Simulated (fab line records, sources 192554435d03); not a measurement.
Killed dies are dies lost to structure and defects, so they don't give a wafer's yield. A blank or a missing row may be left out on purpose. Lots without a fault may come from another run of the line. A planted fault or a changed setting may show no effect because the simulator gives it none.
fab line records | flow n5_finfet
record lots=7 wafers=18 last_day=17
route steps=1938 shown BEOL_M9@1407
lots that met no fault: from a run of the same line without faults
start_h: hours from the record's first day to the start of the lot's first wafer shown | wait_h: hours since the lot's step before | " the same as in the row above | L1.1+2: a row that stands for several wafers | - no value, or no start given | * or withheld: withheld | < > ~ a bound
route shown NAME@n: a module of which the file shows steps, and the number in the route of the first | usual: mean/standard deviation of fault-free wafers | same: alike in all rows | chamber/n: place in a boat | sites: the reading at each site | _std_site: their standard deviation | _edge_site: outer sites' mean less inner sites' | radius_mm: how far each site lies from the wafer's centre | mask NAME#n: copy n | behind: the tool/chamber that last shaped the wafer | hold: why the lot was held/for how many hours/how that ended | device: the transistor (n, p or np) that didn't switch | end of line: the same wafers' tests at the end of the route | a step without rows: its recipe alone | killed: dies lost to structure and defects at the first sort, not the wafer's yield | map: a wafer's dies, x killed, . not, _ none there
set.NAME: the setting as run; set.NAME@STEP: as run at that earlier step | model.NAME: the simulator's own value behind a step, which no gauge read
lots at some steps of the route; a table a step, a row a wafer
services: from which hour (start_h, from the record's first day; less than 0 if before it) a tool's chamber was out of use, for how many hours, and why
## steps
# step N5_BEOL_M9_COAT_60
# recipe resist=SiARC temp_c=220 time_s=60 spin_rpm=1500 resist_thk_nm=30
# step N5_BEOL_M9_COAT_05
# recipe resist=CAR-ArF spin_rpm=1500 resist_thk_nm=90
# step N5_BEOL_M9_EBR_07
# recipe solvent=PGMEA ebr_width_mm=1.5
# step N5_BEOL_M9_SOFTBAKE_06
# recipe temp_c=110 time_s=60 resist=CAR-ArF
# step N5_BEOL_M9_EXPOSE_08
# recipe mask_id=M9 na=1.35 source_shape=dipole sigma_inner=0.411 sigma_outer=0.611 polarization=te dose_mj=53.75
# step N5_BEOL_M9_PEB_09
# recipe peb_temp_c=withheld peb_time_s=60 resist=CAR-ArF
# step N5_BEOL_M9_DEVELOP_10
# recipe develop_time_s=30 developer=TMAH resist=CAR-ArF rinse_liquid=diw dry=air_spin dev_temp_c=23
# step N5_BEOL_M9_CD_MEAS_11
# recipe target_cd_nm=64.1 landing_energy_ev=500 detector=se_inlens polarity=opening
# usual cd_nm=64.5/0.65
# columns lot.wafer tool chamber start_h wait_h cd_nm
L908.3 cd_sem-01 0 228.31 - 62.9
L908.6 " 0 " " 64.6
L909.4 cd_sem-01 0 228.51 - 64.2
L909.6 " 0 " " 65.3
L914.4 cd_sem-01 0 263.89 - 64.3
L914.6 " 0 " " 65.2
L918.3 cd_sem-03 0 300.52 - 65.4
L918.4 " 0 " " 64.7
L918.6 " 0 " " 65.2
L920.1 cd_sem-03 0 300.74 - 62.8
L920.4 " 0 " " 63.5
L920.6 " 0 " " 63.8
L922.1 cd_sem-01 0 330.87 - 64.2
L922.3 " 0 " " 64.5
L922.4 " 0 " " 64.1
L925.1 cd_sem-01 0 352.77 - 65.1
L925.2 " 0 " " 65.0
L925.6 " 0 " " 65.9
# step N5_BEOL_M9_OVL_MEAS_12
# recipe points_per_wafer=44
# usual M9_OVL=0.1/0.81
# columns lot.wafer tool chamber start_h wait_h M9_OVL[nm]
L908.3 overlay-01 0 228.33 0.0 0.9
L908.6 " 0 " " -0.6
L909.4 overlay-01 0 228.54 0.0 -0.7
L909.6 " 0 " " -0.2
L914.4 overlay-01 0 263.92 0.0 1.5
L914.6 " 0 " " 0.7
L918.3 overlay-02 0 300.54 0.0 1.3
L918.4 " 0 " " 0.7
L918.6 " 0 " " 0.2
L920.1 overlay-02 0 300.77 0.0 -0.4
L920.4 " 0 " " -0.6
L920.6 " 0 " " -0.7
L922.1 overlay-02 0 330.90 0.0 0.7
L922.3 " 0 " " 0.5
L922.4 " 0 " " -0.6
L925.1 overlay-02 0 352.80 0.0 0.2
L925.2 " 0 " " 2.7
L925.6 " 0 " " 1.4
# step N5_BEOL_M9_INSPECT_13
# recipe mode=adi inspect_instrument=brightfield
# usual raw_defect_count=418/97
# columns lot.wafer tool chamber start_h wait_h raw_defect_count
L908.3 defect_inspect-02 - 228.36 0.0 330
L908.6 " - " " 281
L909.4 defect_inspect-01 - 228.56 0.0 480
L909.6 " - " " 499
L914.4 defect_inspect-02 - 263.95 0.0 280
L914.6 " - " " 361
L918.3 defect_inspect-01 - 300.57 0.0 445
L918.4 " - " " 466
L918.6 " - " " 416
L920.1 defect_inspect-02 - 300.80 0.0 553
L920.4 " - " " 538
L920.6 " - " " 409
L922.1 defect_inspect-02 - 330.93 0.0 274
L922.3 " - " " 377
L922.4 " - " " 357
L925.1 defect_inspect-01 - 352.82 0.0 331
L925.2 " - " " 394
L925.6 " - " " 431
# step N5_BEOL_M9_DESCUM_16
# recipe chemistry=O2 time_s=7.9 source_power_w=50 bias_power_w=20 pressure_mtorr=20 rf_frequency_hz=2.712e+07 temp_c=40 resist=CAR-ArF o2_flow_sccm=225
# usual drypump_motor_current_A=5.5/0.33 oes_product_au=0.78/0.079 rf_vpp_V=243.2/1.5 showerhead_plenum_p_Torr=2.10/0.073 throttle_valve_pct=20.50/0.22
# same time_s=7.9
# columns lot.wafer tool chamber start_h wait_h drypump_motor_current_A oes_product_au rf_hours_counter_h rf_vpp_V showerhead_plenum_p_Torr throttle_valve_pct
L908.3 rie_diel-06 0 228.40 0.0 5.6 0.74 170 244.3 2.17 20.48
L908.6 " 2 " " 6.1 0.76 - 241.7 2.10 20.48
L909.4 rie_diel-06 0 228.66 0.1 5.6 0.74 170 244.9 2.17 20.48
L909.6 " 1 " " 5.4 0.82 - 241.9 2.03 20.65
L914.4 rie_diel-06 2 264.08 0.1 6.1 0.75 154 242.1 2.10 20.51
L914.6 " 3 " " 5.2 0.84 - 243.7 2.20 20.08
L918.3 rie_diel-04 0 300.60 0.0 5.6 0.81 86 242.5 2.06 20.57
L918.4 " 1 " " 5.0 0.92 10 242.0 2.04 20.27
L918.6 " 2 " " 5.7 0.69 - 242.3 2.00 20.47
L920.1 rie_diel-02 0 300.83 0.0 4.8 0.95 15 244.2 2.07 20.44
L920.4 " 2 " " 5.8 0.87 49 242.2 2.05 20.18
L920.6 " 1 " " 5.9 0.69 - 243.6 2.09 20.83
L922.1 rie_diel-04 0 330.96 0.0 5.6 0.80 94 243.2 2.06 20.60
L922.3 " 1 " " 5.0 0.90 17 244.3 2.04 20.27
L922.4 " 3 " " 5.4 0.70 241 244.5 2.17 20.66
L925.1 rie_diel-06 3 352.86 0.0 5.2 0.80 86 244.9 2.19 20.12
L925.2 " 2 " " 6.1 0.73 177 243.5 2.09 20.54
L925.6 " 2 " " 6.1 0.73 - 244.1 2.09 20.52
# step N5_BEOL_M9_ETCH_61
# recipe chemistry=CF4 target=SiARC target_depth_a=390 mask_material=CAR-ArF time_s=65 ion_energy_ev=80 pressure_mtorr=40 source_w=545 bias_w=36 Ar_flow_sccm=100 cf4_flow_sccm=100 ends=cleared
# usual drypump_motor_current_A=5.5/0.33 etch_rf_on_time_s=65.1/2.1 mfc_ar_sccm=100.0/0.31 oes_product_au=0.67/0.067 rf_vpp_V=184.2/1.2 showerhead_plenum_p_Torr=2.14/0.07 throttle_valve_pct=15.65/0.2
# columns lot.wafer tool chamber start_h wait_h drypump_motor_current_A etch_rf_on_time_s mfc_ar_sccm oes_product_au rf_hours_counter_h rf_vpp_V showerhead_plenum_p_Torr throttle_valve_pct
L908.3 rie_diel-06 0 228.44 0.0 5.6 63.3 99.8 0.64 170 184.7 2.22 15.68
L908.6 " 2 " " 6.1 63.4 99.8 0.65 - 184.3 2.14 15.64
L909.4 rie_diel-06 0 228.69 0.0 5.6 64.3 100.3 0.62 170 184.4 2.22 15.66
L909.6 " 1 " " 5.4 63.3 100.1 0.71 - 183.4 2.09 15.81
L914.4 rie_diel-06 2 264.12 0.0 6.1 63.2 100.1 0.65 154 186.5 2.13 15.66
L914.6 " 3 " " 5.2 65.7 99.9 0.70 - 185.0 2.25 15.36
L918.3 rie_diel-04 0 300.64 0.0 5.6 68.5 99.9 0.68 86 182.6 2.10 15.58
L918.4 " 1 " " 5.0 68.3 99.7 0.78 10 183.9 2.09 15.40
L918.6 " 2 " " 5.7 66.6 99.9 0.59 - 183.8 2.04 15.70
L920.1 rie_diel-02 0 300.87 0.0 4.7 62.8 100.3 0.81 15 182.9 2.13 15.59
L920.4 " 2 " " 5.8 62.7 99.7 0.75 49 183.7 2.09 15.24
L920.6 " 1 " " 6.0 65.3 100.0 0.58 - 185.2 2.12 15.89
L922.1 rie_diel-04 0 331.00 0.0 5.6 68.4 100.4 0.67 94 184.2 2.09 15.60
L922.3 " 1 " " 5.0 68.5 99.9 0.76 17 183.3 2.09 15.41
L922.4 " 3 " " 5.4 64.1 100.5 0.59 241 185.8 2.21 15.87
L925.1 rie_diel-06 3 352.89 0.0 5.2 65.9 99.9 0.69 86 185.9 2.24 15.42
L925.2 " 2 " " 6.1 62.9 100.3 0.63 177 183.9 2.13 15.69
L925.6 " 2 " " 6.1 63.7 99.9 0.64 - 184.5 2.12 15.70
# step N5_BEOL_M9_ETCH_62
# recipe chemistry=N2/H2 target=SOC target_depth_a=1100 overetch_a=220 mask_material=SiARC temp_c=40 time_s=165 ion_energy_ev=200 pressure_mtorr=30 source_w=840 bias_w=150 n2_flow_sccm=200 h2_flow_sccm=200
# usual drypump_motor_current_A=5.5/0.33 oes_product_au=0.67/0.066 rf_vpp_V=523.9/2.7 showerhead_plenum_p_Torr=2.54/0.1 throttle_valve_pct=17.88/0.2
# columns lot.wafer tool chamber start_h wait_h drypump_motor_current_A oes_product_au rf_hours_counter_h rf_vpp_V showerhead_plenum_p_Torr throttle_valve_pct model.etch.depth_nm model.SiARC_of_BEOL_M9_COAT_60.thk_nm
L908.3 rie_diel-06 0 228.49 0.0 5.6 0.74 170 527.3 2.66 18.07 93.43 25.4
L908.6 " 2 " " 6.1 0.64 - 524.0 2.55 17.93 99.76 23.4
L909.4 rie_diel-06 0 228.74 0.0 5.6 0.75 170 526.7 2.66 18.09 93.72 25.4
L909.6 " 1 " " 5.4 0.70 - 522.0 2.47 17.98 99.91 23.2
L914.4 rie_diel-06 2 264.17 0.0 6.1 0.76 154 525.6 2.55 17.94 93.74 25.2
L914.6 " 3 " " 5.2 0.71 - 527.8 2.71 17.69 100.1 23.2
L918.3 rie_diel-04 0 300.69 0.0 5.6 0.70 86 520.4 2.47 17.81 99.91 23.8
L918.4 " 1 " " 5.0 0.79 10 522.7 2.49 17.64 99.86 23.8
L918.6 " 2 " " 5.7 0.60 - 519.6 2.41 17.73 99.85 23.8
L920.1 rie_diel-02 0 300.92 0.0 4.8 0.78 15 521.0 2.51 17.91 99.95 23
L920.4 " 2 " " 5.8 0.74 49 523.5 2.46 17.45 100.2 23.2
L920.6 " 1 " " 6.0 0.58 - 524.1 2.48 17.94 99.69 23
L922.1 rie_diel-04 0 331.05 0.0 5.7 0.68 94 522.4 2.46 17.82 99.73 23.6
L922.3 " 1 " " 5.0 0.77 17 523.5 2.49 17.65 99.56 23.4
L922.4 " 3 " " 5.4 0.58 241 525.1 2.62 18.01 99.53 23.4
L925.1 rie_diel-06 3 352.94 0.0 5.2 0.68 86 527.5 2.70 17.74 99.75 23.2
L925.2 " 2 " " 6.1 0.62 177 524.2 2.54 17.97 99.85 23.2
L925.6 " 2 " " 6.1 0.62 - 524.6 2.54 17.98 100.1 23
# step N5_BEOL_M9_STRIP_68
# recipe chemistry=N2/H2 temp_c=40 n2_flow_sccm=200 h2_flow_sccm=200 rf_frequency_hz=6e+07
# step N5_BEOL_M9_STRIP_67
# recipe chemistry=CF4 resist=SiARC power_w=300 bias_power_w=75 pressure_mtorr=50 cf4_flow_sccm=150 rf_frequency_hz=6e+07
# step N5_BEOL_M9_HM_OPEN_17
# recipe chemistry=Cl2/BCl3 target_depth_a=200 overetch_a=60 target=TiN mask_material=SOC ion_energy_ev=150 pressure_mtorr=10 icp_w=1000 bias_w=126 Cl2_flow_sccm=53.25 bcl3_flow_sccm=21.75 Ar_flow_sccm=25
# usual drypump_motor_current_A=5.7/0.54 mfc_ar_sccm=25.01/0.077 oes_product_au=0.68/0.093 throttle_valve_pct=22.09/0.27
# columns lot.wafer tool chamber start_h wait_h drypump_motor_current_A mfc_ar_sccm oes_product_au rf_hours_counter_h throttle_valve_pct
L908.3 rie_metal-03 0 228.71 0.1 5.9 25.10 0.49 - 22.88
L908.6 " 0 " " 5.9 25.06 0.56 - 22.72
L909.4 rie_metal-01 0 228.96 0.1 4.8 25.09 0.47 - 22.14
L909.6 " 1 " " 5.8 25.08 0.68 - 21.82
L914.4 rie_metal-01 0 264.38 0.1 4.8 24.91 0.46 - 22.19
L914.6 " 1 " " 5.8 24.85 0.67 - 21.82
L918.3 rie_metal-03 0 300.90 0.1 5.9 24.99 0.55 - 22.75
L918.4 " 1 " " 5.4 24.99 0.73 - 22.18
L918.6 " 1 " " 5.4 24.99 0.73 - 22.20
L920.1 rie_metal-01 1 301.10 0.0 5.8 24.97 0.65 48 21.86
L920.4 " 1 " " 5.8 24.99 0.65 - 21.87
L920.6 " 1 " " 5.8 25.01 0.66 - 21.86
L922.1 rie_metal-01 1 331.23 0.0 5.8 24.99 0.65 51 21.86
L922.3 " 1 " " 5.8 24.93 0.64 - 21.87
L922.4 " 1 " " 5.8 24.87 0.65 - 21.85
L925.1 rie_metal-02 0 353.13 0.0 6.5 24.97 0.73 12 22.11
L925.2 " 1 " " 6.2 24.88 0.73 9 22.05
L925.6 " 0 " " 6.5 25.01 0.73 - 22.15
# step N5_BEOL_M9_STRIP_19
# recipe chemistry=O2 power_w=400 temp_c=40 pressure_mtorr=30 rf_frequency_hz=6e+07 bias_power_w=0 overash_fraction=0.2 o2_flow_sccm=225
# step N5_BEOL_M9_CD_MEAS_18
# recipe pitch_nm=140 target_cd_nm=70
# usual cd_nm=70.4/0.84
# columns lot.wafer tool chamber start_h wait_h cd_nm
L908.3 cd_sem-03 - 228.98 0.1 -
L908.6 " - " " 70.9
L909.4 cd_sem-01 - 229.24 0.1 -
L909.6 " - " " 71.1
L914.4 cd_sem-02 - 264.55 0.1 -
L914.6 " - " " 71.0
L918.3 cd_sem-01 - 301.06 0.1 71.5
L918.4 " - " " 70.3
L918.6 " - " " 70.6
L920.1 cd_sem-01 - 301.29 0.0 68.7
L920.4 " - " " 68.9
L920.6 " - " " 69.2
L922.1 cd_sem-01 - 331.52 0.0 70.9
L922.3 " - " " 69.0
L922.4 " - " " 69.6
L925.1 cd_sem-01 - 353.32 0.0 70.2
L925.2 " - " " 70.8
L925.6 " - " " 71.6
# step N5_BEOL_M9_COAT_63
# recipe resist=SOC temp_c=250 time_s=60 spin_rpm=1500 resist_thk_nm=60
# step N5_BEOL_M9_COAT_64
# recipe resist=SiARC temp_c=220 time_s=60 spin_rpm=1500 resist_thk_nm=12
# step N5_BEOL_M9_COAT_75
# recipe resist=underlayer temp_c=205 time_s=60 spin_rpm=1500 resist_thk_nm=5
# step N5_BEOL_M9_COAT_22
# recipe resist=CAR-EUV spin_rpm=1500 resist_thk_nm=30
# step N5_BEOL_M9_EBR_24
# recipe solvent=PGMEA ebr_width_mm=1.5
# step N5_BEOL_M9_SOFTBAKE_23
# recipe temp_c=110 time_s=60 resist=CAR-EUV
# step N5_BEOL_M9_EXPOSE_25
# recipe mask_id=V8 na=0.33 source_shape=annular sigma_inner=0.4 sigma_outer=0.8 polarization=unpolarized dose_mj=37.25
# step N5_BEOL_M9_PEB_26
# recipe peb_temp_c=100 peb_time_s=60 resist=CAR-EUV
# step N5_BEOL_M9_DEVELOP_27
# recipe develop_time_s=30 developer=TMAH resist=CAR-EUV rinse_liquid=surfactant_rinse dry=air_spin dev_temp_c=23
# step N5_BEOL_M9_CD_MEAS_28
# recipe target_cd_nm=70 landing_energy_ev=500 detector=se_inlens polarity=opening
# usual cd_nm=69.9/0.37
# columns lot.wafer tool chamber start_h wait_h cd_nm
L908.3 cd_sem-03 0 229.71 - 70.6
L908.6 " 0 " " 70.5
L909.4 cd_sem-01 0 229.88 - 70.1
L909.6 " 0 " " 70.0
L914.4 cd_sem-01 0 265.84 - 70.4
L914.6 " 0 " " 70.1
L918.3 cd_sem-03 0 301.93 - 70.1
L918.4 " 0 " " 70.3
L918.6 " 0 " " 69.9
L920.1 cd_sem-03 0 302.10 - 70.4
L920.4 " 0 " " 69.7
L920.6 " 0 " " 70.4
L922.1 cd_sem-01 0 333.82 - 69.2
L922.3 " 0 " " 69.1
L922.4 " 0 " " 69.7
L925.1 cd_sem-01 0 353.75 - 69.9
L925.2 " 0 " " 69.3
L925.6 " 0 " " 69.8
# step N5_BEOL_M9_OVL_MEAS_29
# recipe points_per_wafer=522
# usual V8_OVL=0.0/0.77
# columns lot.wafer tool chamber start_h wait_h V8_OVL[nm]
L908.3 overlay-01 0 229.75 0.0 -0.1
L908.6 " 0 " " -0.2
L909.4 overlay-01 0 229.93 0.0 1.4
L909.6 " 0 " " 1.6
L914.4 overlay-02 0 265.89 0.0 0.2
L914.6 " 0 " " 0.6
L918.3 overlay-02 0 301.97 0.0 0.3
L918.4 " 0 " " 0.2
L918.6 " 0 " " -0.3
L920.1 overlay-02 0 302.13 0.0 0.2
L920.4 " 0 " " 0.6
L920.6 " 0 " " 1.0
L922.1 overlay-02 0 333.85 0.0 -0.4
L922.3 " 0 " " -0.4
L922.4 " 0 " " -0.9
L925.1 overlay-01 0 353.78 0.0 0.3
L925.2 " 0 " " 0.3
L925.6 " 0 " " 0.5
# step N5_BEOL_M9_INSPECT_30
# recipe mode=adi inspect_instrument=brightfield
# usual raw_defect_count=403/86
# columns lot.wafer tool chamber start_h wait_h raw_defect_count
L908.3 defect_inspect-01 - 229.80 0.0 374
L908.6 " - " " 332
L909.4 defect_inspect-02 - 229.97 0.0 430
L909.6 " - " " 424
L914.4 defect_inspect-02 - 265.93 0.0 285
L914.6 " - " " 352
L918.3 defect_inspect-02 - 302.02 0.0 385
L918.4 " - " " 431
L918.6 " - " " 378
L920.1 defect_inspect-02 - 302.19 0.1 530
L920.4 " - " " 480
L920.6 " - " " 426
L922.1 defect_inspect-01 - 333.91 0.1 294
L922.3 " - " " 463
L922.4 " - " " 404
L925.1 defect_inspect-01 - 353.83 0.1 331
L925.2 " - " " 402
L925.6 " - " " 422
# step N5_BEOL_M9_DESCUM_33
# recipe chemistry=O2 time_s=7 source_power_w=50 bias_power_w=20 pressure_mtorr=20 rf_frequency_hz=2.712e+07 temp_c=40 resist=CAR-EUV o2_flow_sccm=225
# step N5_BEOL_M9_ETCH_76
# recipe chemistry=N2/H2 target=underlayer target_depth_a=65 mask_material=CAR-EUV time_s=5.2 ion_energy_ev=200 pressure_mtorr=30 source_w=840 bias_w=150 n2_flow_sccm=200 h2_flow_sccm=200 ends=cleared
# step N5_BEOL_M9_ETCH_65
# recipe chemistry=CF4 target=SiARC target_depth_a=156 mask_material=CAR-EUV time_s=26 ion_energy_ev=80 pressure_mtorr=40 source_w=545 bias_w=36 Ar_flow_sccm=100 cf4_flow_sccm=100 ends=cleared
# step N5_BEOL_M9_ETCH_66
# recipe chemistry=N2/H2 target=SOC target_depth_a=800 overetch_a=160 mask_material=SiARC temp_c=40 time_s=120 ion_energy_ev=200 pressure_mtorr=30 source_w=840 bias_w=150 n2_flow_sccm=200 h2_flow_sccm=200
# step N5_BEOL_M9_STRIP_69
# recipe chemistry=N2/H2 temp_c=40 n2_flow_sccm=200 h2_flow_sccm=200 rf_frequency_hz=6e+07
# step N5_BEOL_M9_STRIP_77
# recipe chemistry=N2/H2 temp_c=40 n2_flow_sccm=200 h2_flow_sccm=200 rf_frequency_hz=6e+07
# step N5_BEOL_M9_VIA_ETCH_34
# recipe chemistry=C4F6/O2 target=SiCOH_lowk target_depth_a=1824 mask_material=SOC taper_deg=4 time_s=68.4 ion_energy_ev=250 pressure_mtorr=30 source_w=345 bias_w=185 Ar_flow_sccm=300 C4F6_flow_sccm=10 O2_flow_sccm=10
# usual drypump_motor_current_A=5.5/0.37 mfc_ar_sccm=300.1/0.95 oes_o_777_au=0.82/0.083 oes_product_au=0.81/0.083 rf_vpp_V=675/18 showerhead_plenum_p_Torr=2.85/0.087 throttle_valve_pct=20.94/0.19
# same time_s=68.4
# columns lot.wafer tool chamber start_h wait_h drypump_motor_current_A mfc_ar_sccm oes_o_777_au oes_product_au rf_hours_counter_h rf_vpp_V showerhead_plenum_p_Torr throttle_valve_pct
L908.3 rie_diel-06 0 230.01 0.0 5.6 300.3 0.72 0.30 170 657 2.97 20.89
L908.6 " 1 " " 5.4 300.4 0.83 0.83 - 672 2.78 21.21
L909.4 rie_diel-02 3 230.18 0.0 5.7 300.8 0.91 0.33 54 665 2.97 20.81
L909.6 " 2 " " 5.8 299.3 0.98 0.91 - 655 2.81 20.65
L914.4 rie_diel-04 0 266.37 0.0 5.6 299.9 0.81 0.32 77 687 2.79 20.77
L914.6 " 0 " " 5.6 300.2 0.81 0.82 - 687 2.79 20.92
L918.3 rie_diel-04 1 302.23 0.0 5.0 300.8 0.89 0.92 11 701 2.78 20.72
L918.4 " 2 " " 5.7 299.4 0.71 0.69 201 656 2.71 20.86
L918.6 " 0 " " 5.7 301.3 0.81 0.82 - 687 2.79 20.94
L920.1 rie_diel-02 2 302.43 0.0 5.8 301.2 0.94 0.88 50 655 2.80 20.69
L920.4 " 1 " " 6.0 301.2 0.67 0.68 240 713 2.79 21.02
L920.6 " 3 " " 5.7 300.1 0.88 0.83 - 668 2.96 20.99
L922.1 rie_diel-04 3 334.12 0.0 5.4 300.1 0.75 0.69 241 654 2.93 21.07
L922.3 " 1 " " 5.0 298.7 0.87 0.90 18 700 2.78 20.73
L922.4 " 2 " " 5.7 299.9 0.72 0.69 207 654 2.71 20.88
L925.1 rie_diel-02 0 354.50 0.0 4.8 300.9 0.88 0.89 32 678 2.83 21.10
L925.2 " 2 " " 5.8 299.8 0.92 0.84 67 656 2.79 20.72
L925.6 " 2 " " 5.8 300.3 0.91 0.85 - 654 2.79 20.71
# step N5_BEOL_M9_STRIP_73
# recipe chemistry=C4F6/O2 resist=SiARC rf_frequency_hz=6e+07
# step N5_BEOL_M9_STRIP_36
# recipe chemistry=N2/H2 power_w=450 temp_c=40 pressure_mtorr=20 rf_frequency_hz=6e+07 overash_fraction=0.3 bias_power_w=7 h2_frac=0.5 n2_flow_sccm=200 h2_flow_sccm=200
# step N5_BEOL_M9_TRENCH_ETCH_37
# recipe chemistry=C4F6/O2 target_depth_a=1514.3 target=SiCOH_lowk time_s=49 ion_energy_ev=250 pressure_mtorr=30 source_w=345 bias_w=185 Ar_flow_sccm=300 C4F6_flow_sccm=10 O2_flow_sccm=10
# step N5_BEOL_M9_ETCH_41
# recipe chemistry=CH3F/O2 target=SiCN target_depth_a=366 taper_deg=2 time_s=70.1 ion_energy_ev=120 mask_material=TiN pressure_mtorr=30 source_w=395 bias_w=75 Ar_flow_sccm=150 CH3F_flow_sccm=30 O2_flow_sccm=20
# usual CH3F_flow_sccm=29.99/0.08 drypump_motor_current_A=5.5/0.37 mfc_ar_sccm=150.1/0.41 oes_product_au=0.81/0.084 rf_vpp_V=297.3/1.7 showerhead_plenum_p_Torr=2.00/0.064 throttle_valve_pct=16.34/0.18
# same time_s=70.1
# columns lot.wafer tool chamber start_h wait_h CH3F_flow_sccm drypump_motor_current_A mfc_ar_sccm oes_product_au rf_hours_counter_h rf_vpp_V showerhead_plenum_p_Torr throttle_valve_pct
L908.3 rie_diel-06 0 - - 29.94 5.6 149.7 0.73 171 299.4 2.09 16.42
L908.6 " 1 " " 29.96 5.4 150.4 0.83 - 297.7 1.95 16.52
L909.4 rie_diel-02 3 - - 30.04 5.7 150.0 0.87 54 299.1 2.09 16.38
L909.6 " 2 " " 29.95 5.8 150.3 0.91 - 296.7 1.97 16.00
L914.4 rie_diel-04 0 - - 30.05 5.6 150.3 0.83 77 295.1 1.96 16.28
L914.6 " 0 " " 30.07 5.7 150.5 0.82 - 296.1 1.96 16.26
L918.3 rie_diel-04 1 - - 30.07 5.0 150.3 0.92 11 297.0 1.96 16.12
L918.4 " 2 " " 29.96 5.7 149.8 0.69 201 295.3 1.90 16.37
L918.6 " 0 " " 29.96 5.6 149.9 0.81 - 295.9 1.96 16.32
L920.1 rie_diel-02 2 - - 30.14 5.8 149.6 0.87 50 297.4 1.96 16.03
L920.4 " 1 " " 29.98 6.0 150.4 0.69 240 297.1 1.96 16.52
L920.6 " 3 " " 29.90 5.7 150.3 0.84 - 299.9 2.09 16.44
L922.1 rie_diel-04 3 - - 29.80 5.4 150.4 0.70 241 298.0 2.06 16.55
L922.3 " 1 " " 29.99 5.0 149.7 0.90 18 296.2 1.95 16.13
L922.4 " 2 " " 30.05 5.7 149.6 0.69 207 296.9 1.90 16.36
L925.1 rie_diel-02 0 - - 29.92 4.8 150.0 0.91 32 296.6 1.98 16.35
L925.2 " 2 " " 30.16 5.8 150.1 0.85 67 296.7 1.96 16.08
L925.6 " 2 " " 30.09 5.8 150.4 0.85 - 294.4 1.96 16.08
# step N5_BEOL_M9_STRIP_80
# recipe chemistry=N2/H2 time_s=10 power_w=450 temp_c=40 pressure_mtorr=20 rf_frequency_hz=6e+07 bias_power_w=7 n2_flow_sccm=200 h2_flow_sccm=200
# usual drypump_motor_current_A=5.5/0.37 oes_product_au=0.81/0.083 rf_vpp_V=59.2/0.79 showerhead_plenum_p_Torr=2.54/0.099 throttle_valve_pct=23.8/0.34
# same time_s=10
# columns lot.wafer tool chamber start_h wait_h drypump_motor_current_A oes_product_au rf_hours_counter_h rf_vpp_V showerhead_plenum_p_Torr throttle_valve_pct
L908.3 rie_diel-06 0 - - 5.6 0.73 171 59.0 2.66 24.1
L908.6 " 1 " " 5.4 0.82 - 58.8 2.46 23.9
L909.4 rie_diel-02 3 - - 5.7 0.87 54 60.1 2.70 24.3
L909.6 " 2 " " 5.8 0.92 - 57.5 2.47 23.3
L914.4 rie_diel-04 0 - - 5.7 0.82 77 59.7 2.47 23.8
L914.6 " 0 " " 5.6 0.81 - 58.9 2.47 23.8
L918.3 rie_diel-04 1 - - 5.0 0.93 11 58.3 2.49 23.4
L918.4 " 2 " " 5.7 0.69 201 59.5 2.40 23.3
L918.6 " 0 " " 5.6 0.81 - 58.9 2.46 23.8
L920.1 rie_diel-02 2 - - 5.8 0.88 50 58.0 2.46 23.3
L920.4 " 1 " " 6.0 0.69 240 58.5 2.48 23.7
L920.6 " 3 " " 5.7 0.83 - 60.1 2.69 24.3
L922.1 rie_diel-04 3 - - 5.4 0.69 241 59.9 2.61 23.6
L922.3 " 1 " " 5.0 0.89 18 60.8 2.49 23.4
L922.4 " 2 " " 5.7 0.70 207 58.1 2.40 23.3
L925.1 rie_diel-02 0 - - 4.8 0.91 32 59.2 2.50 24.0
L925.2 " 2 " " 5.8 0.85 67 57.9 2.45 23.3
L925.6 " 2 " " 5.8 0.86 - 59.2 2.45 23.3
# step N5_BEOL_M9_OCD_MEAS_38
# usual trench_depth_nm=152/3.2
# columns lot.wafer tool chamber start_h wait_h trench_depth_nm
L908.3 ocd-01 - 230.29 - 6
L908.6 " - " " 154
L909.4 ocd-02 - 230.46 - 4
L909.6 " - " " 153
L914.4 ocd-01 - 266.65 - 5
L914.6 " - " " 147
L918.3 ocd-01 - 302.51 - 149
L918.4 " - " " 148
L918.6 " - " " 148
L920.1 ocd-02 - 302.70 - 155
L920.4 " - " " 153
L920.6 " - " " 153
L922.1 ocd-01 - 334.40 - 152
L922.3 " - " " 149
L922.4 " - " " 149
L925.1 ocd-02 - 354.78 - 156
L925.2 " - " " 152
L925.6 " - " " 151
## services
# columns tool chamber start_h hours kind
rie_diel-04 0 222.79 11.3 repair
rie_diel-04 2 228.08 2.4 repair
rie_diel-02 0 234.65 - clean
rie_diel-02 0 234.65 - consumable_replace:focus_ring
rie_diel-02 0 234.65 19.3 scheduled_down
rie_diel-02 0 234.65 19.3 vent_cycle
rie_metal-01 1 235.56 4.2 repair
rie_diel-04 1 249.86 - clean
rie_diel-04 1 249.86 - consumable_replace:focus_ring
rie_diel-04 1 249.86 12.2 scheduled_down
rie_diel-04 1 249.86 12.2 vent_cycle
rie_metal-02 - 279.08 0.3 repair
rie_diel-06 2 299.45 8.1 repair
rie_metal-01 0 310.11 4.5 repair
rie_metal-01 0 323.34 - clean
rie_metal-01 0 323.34 18.6 scheduled_down
rie_metal-01 0 323.34 18.6 vent_cycle
rie_metal-03 0 331.76 - clean
rie_metal-03 0 331.76 26.2 scheduled_down
rie_diel-06 0 337.05 4.8 repair
rie_diel-02 1 338.56 - clean
rie_diel-02 1 338.56 - consumable_replace:focus_ring
rie_diel-02 1 338.56 16.8 scheduled_down
rie_diel-02 1 338.56 16.8 vent_cycle
## key
first_sign step=N5_BEOL_M9_CD_MEAS_18 reading=cd_nm direction=missing
effect step=N5_BEOL_M9_VIA_ETCH_34 reading=oes_product_au direction=down sigmas=5.9 usual=0.81 struck=0.32
effect step=N5_BEOL_M9_OCD_MEAS_38 reading=trench_depth_nm direction=down sigmas=46 usual=152 struck=5
model_effect step=N5_BEOL_M9_ETCH_62 value=etch.depth_nm without=100 struck=93.63
met_at N5_BEOL_M9_ETCH_62
struck_wafers L908.3,L909.4,L914.4
later_rows_left_out L908.3,L909.4,L914.4
sort_left_out L908.3,L909.4,L914.4
fault kind=process_parameter_drift tool=rie_diel-06 chamber=- onset_h=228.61 steps=N5_BEOL_M9_ETCH_62 channel=time_s offset=* shape=step end_h=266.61 scope=struck_wafers_only acts_in=* stated=*
# sort_left_out: the simulated sort isn't trusted on such a fault, so these wafers' sort isn't shown, and their yield isn't known
# later_rows_left_out: the simulator's readings of these wafers behind a module that went badly wrong aren't trusted and aren't shown, but for the sort
